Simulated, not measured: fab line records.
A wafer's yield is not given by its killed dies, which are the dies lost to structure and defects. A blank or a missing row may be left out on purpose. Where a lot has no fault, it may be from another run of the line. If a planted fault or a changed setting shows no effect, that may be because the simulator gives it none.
Chamber matching / flow n5-finfet / N5_MOL_CONTACT_COAG_CMP_23 on cmp-01: 4 sister chambers
The step polishes, stops on SiO2, t overpolish 1.5 s, target thk 0 nm. 18 wafers are shown with their chamber, then 9 later ones without.

## WAFERS PAIRED WITH THEIR CHAMBERS
wafer=L075.3; chamber=0; time-to-endpoint-s (s)=15.4; motor-current-A (A)=8.3; overpolish-run-s (s)=1.515
wafer=L075.4; chamber=3; time-to-endpoint-s (s)=8.0; motor-current-A (A)=7.9; overpolish-run-s (s)=1.503
wafer=L075.6; chamber=2; time-to-endpoint-s (s)=9.2; motor-current-A (A)=7.9; overpolish-run-s (s)=1.504
wafer=L079.1; chamber=3; time-to-endpoint-s (s)=6.7; motor-current-A (A)=8.2; overpolish-run-s (s)=1.500
wafer=L079.3; chamber=1; time-to-endpoint-s (s)=6.9; motor-current-A (A)=8.1; overpolish-run-s (s)=1.499
wafer=L079.5; chamber=2; time-to-endpoint-s (s)=7.2; motor-current-A (A)=7.8; overpolish-run-s (s)=1.504
wafer=L085.2; chamber=3; time-to-endpoint-s (s)=7.7; motor-current-A (A)=7.8; overpolish-run-s (s)=1.492
wafer=L085.4; chamber=0; time-to-endpoint-s (s)=11.1; motor-current-A (A)=8.2; overpolish-run-s (s)=1.482
wafer=L085.5; chamber=2; time-to-endpoint-s (s)=8.2; motor-current-A (A)=7.4; overpolish-run-s (s)=1.506
wafer=L087.3; chamber=0; time-to-endpoint-s (s)=14.7; motor-current-A (A)=8.1; overpolish-run-s (s)=1.489
wafer=L087.4; chamber=1; time-to-endpoint-s (s)=13.1; motor-current-A (A)=8.3; overpolish-run-s (s)=1.505
wafer=L087.5; chamber=0; time-to-endpoint-s (s)=12.8; motor-current-A (A)=8.1; overpolish-run-s (s)=1.498
wafer=L090.2; chamber=1; time-to-endpoint-s (s)=9.8; motor-current-A (A)=8.3; overpolish-run-s (s)=1.508
wafer=L090.5; chamber=0; time-to-endpoint-s (s)=14.9; motor-current-A (A)=8.0; overpolish-run-s (s)=1.486
wafer=L090.6; chamber=1; time-to-endpoint-s (s)=10.8; motor-current-A (A)=8.3; overpolish-run-s (s)=1.499
wafer=L091.1; chamber=1; time-to-endpoint-s (s)=7.6; motor-current-A (A)=8.1; overpolish-run-s (s)=1.492
wafer=L091.2; chamber=2; time-to-endpoint-s (s)=8.7; motor-current-A (A)=7.5; overpolish-run-s (s)=1.511
wafer=L091.6; chamber=3; time-to-endpoint-s (s)=7.8; motor-current-A (A)=7.2; overpolish-run-s (s)=1.500

SIGNATURES, as means of the wafers listed above
reading=time-to-endpoint-s; chamber 0=13.780; chamber 1=9.640; chamber 2=8.325; chamber 3=7.550; scatter within a chamber=1.71
reading=motor-current-A; chamber 0=8.140; chamber 1=8.220; chamber 2=7.650; chamber 3=7.775; scatter within a chamber=0.239
reading=overpolish-run-s; chamber 0=1.49400; chamber 1=1.50060; chamber 2=1.50625; chamber 3=1.49875; scatter within a chamber=0.00821
Rule: for a wafer and a chamber, the distance is found by dividing, reading by reading, the gap between the wafer's reading and the chamber's mean by the reading's scatter, squaring, summing and taking the root. The wafer belongs to the nearest chamber; if the next one is less than 2 further off, it can't be placed. How the scatter is found: for the shown wafers, subtract from each reading the mean of its chamber, square and add these, divide the total by (wafers less chambers), then take the root.

## WAFERS WITHOUT THEIR CHAMBER
wafer=L093.2; time-to-endpoint-s (s)=6.8; motor-current-A (A)=7.7; overpolish-run-s (s)=1.509
wafer=L093.4; time-to-endpoint-s (s)=8.6; motor-current-A (A)=8.0; overpolish-run-s (s)=1.501
wafer=L093.5; time-to-endpoint-s (s)=6.8; motor-current-A (A)=8.5; overpolish-run-s (s)=1.480
wafer=L095.2; time-to-endpoint-s (s)=9.5; motor-current-A (A)=7.9; overpolish-run-s (s)=1.487
wafer=L095.3; time-to-endpoint-s (s)=9.0; motor-current-A (A)=7.9; overpolish-run-s (s)=1.497
wafer=L095.5; time-to-endpoint-s (s)=10.5; motor-current-A (A)=8.0; overpolish-run-s (s)=1.487
wafer=L096.2; time-to-endpoint-s (s)=14.8; motor-current-A (A)=7.7; overpolish-run-s (s)=1.501
wafer=L096.4; time-to-endpoint-s (s)=12.3; motor-current-A (A)=7.8; overpolish-run-s (s)=1.509
wafer=L096.5; time-to-endpoint-s (s)=12.0; motor-current-A (A)=7.5; overpolish-run-s (s)=1.481

## WHICH CHAMBER EACH ONE RAN IN
wafer=L093.2; from the rows above=can't be placed: 2 or 3 or 1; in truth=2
wafer=L093.4; from the rows above=can't be placed: 1 or 3 or 2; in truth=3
wafer=L093.5; from the rows above=can't be placed: 1 or 3 or 0 or 2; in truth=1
wafer=L095.2; from the rows above=can't be placed: 3 or 1 or 2 or 0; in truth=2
wafer=L095.3; from the rows above=can't be placed: 3 or 1 or 2 or 0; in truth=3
wafer=L095.5; from the rows above=can't be placed: 1 or 0 or 3 or 2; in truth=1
wafer=L096.2; from the rows above=can't be placed: 0 or 1 or 2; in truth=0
wafer=L096.4; from the rows above=can't be placed: 2 or 0 or 1 or 3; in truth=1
wafer=L096.5; from the rows above=can't be placed: 0 or 3 or 2 or 1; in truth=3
0 of 9 placed correctly. Cannot be placed on the basis of these rows: 9; the candidates contain the true chamber in 9. Wrongly placed: 0.
